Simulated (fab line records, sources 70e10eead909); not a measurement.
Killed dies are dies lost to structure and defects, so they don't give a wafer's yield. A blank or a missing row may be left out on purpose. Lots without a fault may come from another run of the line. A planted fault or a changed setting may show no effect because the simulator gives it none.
fab line records | flow nand_harc
record lots=5 wafers=15 last_day=34
route steps=1302 shown P_M0@280 P_M1@285 END@1302
lots that met no fault: from a run of the same line without faults
start_h: hours from the record's first day to the start of the lot's first wafer shown | wait_h: hours since the lot's step before | " the same as in the row above | L1.1+2: a row that stands for several wafers | - no value, or no start given | * or withheld: withheld | < > ~ a bound
route shown NAME@n: a module of which the file shows steps, and the number in the route of the first | usual: mean/standard deviation of fault-free wafers | same: alike in all rows | chamber/n: place in a boat | sites: the reading at each site | _std_site: their standard deviation | _edge_site: outer sites' mean less inner sites' | radius_mm: how far each site lies from the wafer's centre | mask NAME#n: copy n | behind: the tool/chamber that last shaped the wafer | hold: why the lot was held/for how many hours/how that ended | device: the transistor (n, p or np) that didn't switch | end of line: the same wafers' tests at the end of the route | a step without rows: its recipe alone | killed: dies lost to structure and defects at the first sort, not the wafer's yield | map: a wafer's dies, x killed, . not, _ none there
set.NAME: the setting as run; set.NAME@STEP: as run at that earlier step | model.NAME: the simulator's own value behind a step, which no gauge read
lots at some steps of the route; a table a step, a row a wafer
services: from which hour (start_h, from the record's first day; less than 0 if before it) a tool's chamber was out of use, for how many hours, and why
## steps
# step NHARC_P_M0_SRD_25
# step NHARC_P_M0_PRE_CLEAN_31
# recipe time_s=12 temp_c=370 rf_power_w=300 gas=NH3
# step NHARC_P_M0_DEP_32
# recipe target_thk_a=300 temp_c=370 target_thk_nm=30 pressure_torr=3 flow_sccm=200 rf_w=450 material=SiCN
# step NHARC_P_M1_DEP_00
# recipe target_thk_a=1825 target_thk_nm=182.5 temp_c=withheld pressure_torr=5 flow_sccm=200 rf_w=600 material=SiOC
# step NHARC_P_M1_DEHYDRATE_01
# recipe temp_c=150 time_s=120
# step NHARC_P_M1_HMDS_02
# recipe time_s=30
# step NHARC_P_M1_COAT_34
# recipe temp_c=200 time_s=65
# step NHARC_P_M1_COAT_03
# recipe spin_rpm=1500 resist_thk_nm=90
# step NHARC_P_M1_SOFTBAKE_04
# recipe temp_c=105 time_s=55
# step NHARC_P_M1_EBR_05
# step NHARC_P_M1_EXPOSE_06
# recipe na=1.35 target_cd_nm=130 dose_mj=81.88 mask_id=P_M1
# usual exposure_dose_mJ_cm2=81.82/0.096 reticle_temp_C=23.00/0.1
# columns lot.wafer tool chamber start_h wait_h mask exposure_dose_mJ_cm2 reticle_temp_C
L879.1 arfi_scanner-01 0 125.43 - P_M1#0 81.82 23.03
L879.3 " 0 " " P_M1#0 81.99 23.03
L879.6 " 0 " " P_M1#0 82.02 22.94
L899.1 arfi_scanner-01 0 330.73 - P_M1#0 79.60 23.03
L899.3 " 0 " " P_M1#0 79.66 23.00
L899.6 " 0 " " P_M1#0 79.66 23.03
L900.1 arfi_scanner-01 0 333.56 - P_M1#0 80.03 23.26
L900.2 " 0 " " P_M1#0 80.01 23.23
L900.3 " 0 " " P_M1#0 79.97 23.15
L901.1 arfi_scanner-03 0 344.67 - P_M1#0 81.92 22.93
L901.3 " 0 " " P_M1#0 81.88 22.85
L901.6 " 0 " " P_M1#0 81.96 23.01
L902.3 arfi_scanner-01 0 356.80 - P_M1#0 80.42 23.09
L902.4 " 0 " " P_M1#0 80.44 22.89
L902.6 " 0 " " P_M1#0 80.36 22.99
# step NHARC_P_M1_PEB_07
# recipe peb_temp_c=100 peb_time_s=65
# step NHARC_P_M1_DEVELOP_08
# recipe develop_time_s=35 dev_temp_c=23
# step NHARC_P_M1_DESCUM_14
# recipe time_s=3 o2_flow_sccm=200 ar_flow_sccm=0 bias_power_w=0 chemistry=O2
# usual drypump_motor_current_A=5.6/0.33 oes_product_au=0.997/0.008 rf_vpp_V=57.6/0.89 showerhead_plenum_p_Torr=1.89/0.072 throttle_valve_pct=11.311/0.0089
# same time_s=3
# columns lot.wafer tool chamber start_h wait_h drypump_motor_current_A oes_product_au rf_hours_counter_h rf_vpp_V showerhead_plenum_p_Torr throttle_valve_pct model.P_M1.cd_nm
L879.1 rie_diel-13 3 125.77 0.1 5.7 1.006 11 58.0 1.90 11.297 128.9
L879.3 " 0 " " 6.0 0.995 12 58.5 1.97 11.298 128.8
L879.6 " 3 " " 5.7 1.000 - 57.8 1.90 11.317 129.5
L899.1 rie_diel-13 3 331.06 0.1 5.6 0.994 16 60.1 1.89 11.308 129.5
L899.3 " 0 " " 5.9 0.991 12 58.4 1.97 11.309 128.6
L899.6 " 0 " " 6.0 0.997 - 59.0 1.97 11.306 127.1
L900.2 rie_diel-13 2 333.89 0.1 5.8 0.996 16 57.1 1.98 11.310 129.1
L900.3 " 3 " " 5.7 1.000 16 58.3 1.89 11.314 128.8
L900.1 " 0 " " 6.0 0.999 12 57.6 1.97 11.311 128.1
L901.3 rie_diel-07 3 344.99 0.1 5.6 1.004 2 57.8 1.81 11.317 129.7
L901.1 " 0 " " 5.3 1.010 3 57.0 1.78 11.304 130
L901.6 " 0 " " 5.3 1.007 - 56.8 1.78 11.314 130.2
L902.4 rie_diel-13 2 357.13 0.1 5.8 1.002 1 59.2 1.98 11.321 128.9
L902.3 " 3 " " 5.7 0.993 1 57.9 1.89 11.318 128.7
L902.6 " 1 " " 5.6 0.998 - 56.9 1.84 11.298 129.4
# step NHARC_P_M1_ETCH_35
# recipe target_depth_a=400 overetch_a=120 time_s=43.94 ion_energy_ev=200 n2_flow_sccm=150 h2_flow_sccm=150 ar_flow_sccm=0 rf_w=400 bias_w=150 chemistry=N2/H2
# step NHARC_P_M1_ETCH_15
# recipe target_depth_a=1825 time_s=91.2 c4f8_flow_sccm=withheld ar_flow_sccm=400 rf_w=600 bias_w=300 chemistry=C4F8/Ar
# step NHARC_P_M1_STRIP_18
# recipe power_w=1000 n2_flow_sccm=150 h2_flow_sccm=150 ar_flow_sccm=0 bias_w=0 chemistry=N2/H2
# step NHARC_P_M1_ETCH_28
# recipe target_depth_a=300 over_etch_frac=0.3 time_s=72.99 ion_energy_ev=150 cf4_flow_sccm=50 n2_flow_sccm=100 ar_flow_sccm=150 rf_w=300 bias_w=100 chemistry=CF4/N2
# usual drypump_motor_current_A=5.5/0.47 oes_product_au=0.999/0.0082 rf_vpp_V=312.8/1.8 showerhead_plenum_p_Torr=2.55/0.096 throttle_valve_pct=19.795/0.0093
# same time_s=72.99
# columns lot.wafer tool chamber start_h wait_h drypump_motor_current_A oes_product_au rf_hours_counter_h rf_vpp_V showerhead_plenum_p_Torr throttle_valve_pct model.P_M1.cd_nm
L879.3 rie_diel-05 2 - - 5.8 1.007 19 313.9 2.59 19.801 128.5
L879.1 " 3 " " 5.2 1.009 21 314.9 2.68 19.787 129.3
L879.6 " 2 " " 5.8 1.015 - 313.4 2.59 19.789 130.6
L899.3 rie_diel-13 0 - - 6.0 0.997 12 315.2 2.69 19.806 128.8
L899.1 " 1 " " 5.6 1.004 15 312.7 2.53 19.792 129.7
L899.6 " 0 " " 6.0 0.998 - 315.9 2.69 19.804 127.6
L900.1 rie_diel-07 0 - - 5.3 1.002 2 313.0 2.45 19.783 128.5
L900.2 " 1 " " 4.9 1.016 2 312.8 2.50 19.801 129.7
L900.3 " 2 " " 5.2 0.992 2 311.1 2.47 19.794 128.7
L901.1 rie_diel-07 3 - - 5.6 0.985 2 311.0 2.50 19.782 130.1
L901.3 " 1 " " 4.9 1.012 3 314.0 2.49 19.803 130.2
L901.6 " 3 " " 5.6 0.998 - 313.3 2.50 19.810 131.1
L902.4 rie_diel-07 2 - - 5.2 0.990 4 313.1 2.47 19.775 128.3
L902.3 " 3 " " 5.6 0.996 4 310.6 2.50 19.799 128.8
L902.6 " 1 " " 4.9 1.017 - 312.0 2.50 19.789 129.2
# step NHARC_P_M1_STRIP_19
# recipe time_s=600 temp_c=30 chemistry=post_etch_residue_remover
# step NHARC_END_SORT_01
# recipe temp_c=25
# usual defect_limited_yield=91.8/2.5 killed_at_array=51/17 killed_at_other=1.0/1.2 killed_at_periphery=3.4/2.5 killed_dies=56/17 killed_open=3.3/2.1 killed_short=2.6/1.6 sort_bin_2_pct=2.8/1.1 sort_bin_3_pct=0.6/0.34 sort_bin_4_pct=4.9/1.5 sort_n_pass=621/17 sort_rim_yield_pct=93/4 sort_yield_pct=91.8/2.5
# same gross_dies=677 sort_bin_5_pct[%]=0 sort_bin_6_pct[%]=0 sort_bin_7_pct[%]=0 sort_bin_8_pct[%]=0 sort_rim_n_gross=106.00
# columns lot.wafer tool chamber start_h wait_h defect_limited_yield[%] killed_at_array killed_at_other killed_at_periphery killed_dies killed_open killed_short sort_bin_2_pct[%] sort_bin_3_pct[%] sort_bin_4_pct[%] sort_n_pass sort_rim_yield_pct[%] sort_yield_pct[%]
L879.1 prober-02 0 568.17 2.5 91.7 54 0 2 56 3 6 2.7 0.7 4.9 621 100 91.7
L879.3 prober-02 0 569.79 3.1 91.9 55 0 0 55 1 4 3.0 0.6 4.6 622 100 91.9
L879.6 prober-02 0 572.23 4.1 92.2 51 1 1 53 2 2 2.5 0.7 4.6 624 100 92.2
L901.1 prober-02 0 772.29 2.5 91.0 61 0 0 61 4 4 3.2 0.1 5.6 616 92 91.0
# killed by level:class
L879.1 A_CHANNEL_HOLE_D2:chamber_film_flake=42 A_ONON_D2:geometric_particle:short=2 A_CONTACT:geometric_particle:open=2 A_WL_FILL:chamber_film_flake=2 P_GATE:geometric_particle:open=1 A_SOURCE_PLATE:geometric_particle:short=1 A_ONON_D1:geometric_particle:short=1 A_WL_FILL:geometric_particle:short=1
L879.3 A_CHANNEL_HOLE_D2:chamber_film_flake=36 A_WL_FILL:chamber_film_flake=6 A_CHANNEL_HOLE_D1:chamber_film_flake=5 A_CONTACT:chamber_film_flake=3 A_CHANNEL_FILL_D1:geometric_particle:short=2 A_ONON_D1:geometric_particle:open=1 A_DECK1_JOINT:geometric_particle:short=1 A_WL_FILL:geometric_particle:short=1
L879.6 A_CHANNEL_HOLE_D2:chamber_film_flake=39 A_WL_FILL:chamber_film_flake=6 A_CHANNEL_HOLE_D1:chamber_film_flake=2 A_CONTACT:chamber_film_flake=2 P_M0:geometric_particle:short=1 A_CHANNEL_HOLE_D2:geometric_particle:open=1 A_WL_FILL:geometric_particle:short=1 STARTING-WAFER:geometric_particle:open=1
L901.1 A_CHANNEL_HOLE_D1:chamber_film_flake=20 A_CONTACT:chamber_film_flake=16 A_SLIT:chamber_film_flake=11 A_CHANNEL_HOLE_D2:chamber_film_flake=3 A_ONON_D1:geometric_particle:open=1 A_ONON_D1:geometric_particle:short=1 A_CHANNEL_HOLE_D1:geometric_particle:short=1 A_CHANNEL_FILL_D1:geometric_particle:open=1
## services
# columns tool chamber start_h hours kind
rie_diel-07 - 117.27 9.0 pm
rie_diel-13 0 119.50 - clean
rie_diel-13 1 119.50 - clean
rie_diel-13 2 119.50 - clean
rie_diel-13 3 119.50 - clean
rie_diel-13 0 144.29 - clean
rie_diel-13 1 144.29 - clean
rie_diel-13 2 144.29 - clean
rie_diel-13 3 144.29 - clean
rie_diel-13 - 152.17 0.8 repair
rie_diel-05 2 161.92 3.4 repair
rie_diel-13 - 165.00 9.0 pm
arfi_scanner-03 - 170.99 0.2 repair
arfi_scanner-03 - 196.00 4.0 pm
rie_diel-13 0 204.94 32.9 repair
rie_diel-05 - 229.85 9.0 pm
rie_diel-05 - 243.11 18.7 repair
arfi_scanner-01 - 258.08 4.0 pm
rie_diel-13 1 280.76 4.2 repair
rie_diel-07 - 294.27 9.0 pm
rie_diel-13 - 314.57 3.4 repair
rie_diel-13 1 318.52 8.0 repair
rie_diel-07 3 337.93 1.2 repair
rie_diel-13 - 342.00 9.0 pm
## key
first_sign step=NHARC_P_M1_EXPOSE_06 reading=exposure_dose_mJ_cm2 direction=down sigmas=19 usual=81.82 struck=80.02
effect none on later readings
model_effect step=NHARC_P_M1_DESCUM_14 value=P_M1.cd_nm without=130 struck=128.7
model_effect step=NHARC_P_M1_ETCH_28 value=P_M1.cd_nm without=130.1 struck=128.8
met_at NHARC_P_M1_EXPOSE_06
struck_wafers L899.1,L899.3,L899.6,L900.1,L900.2,L900.3,L902.3,L902.4,L902.6
loop_trim step=NHARC_P_M1_EXPOSE_06 setting=dose lots=L900,L902
onset_between 125.43 330.73
fault kind=process_parameter_drift tool=arfi_scanner-01 chamber=- onset_h=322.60 steps=NHARC_P_M1_EXPOSE_06 channel=dose_mj offset=-2.1422 shape=step acts_in=these_recipes_only stated=81.88
# loop_trim: a control loop set the setting to another value than it would have without faults
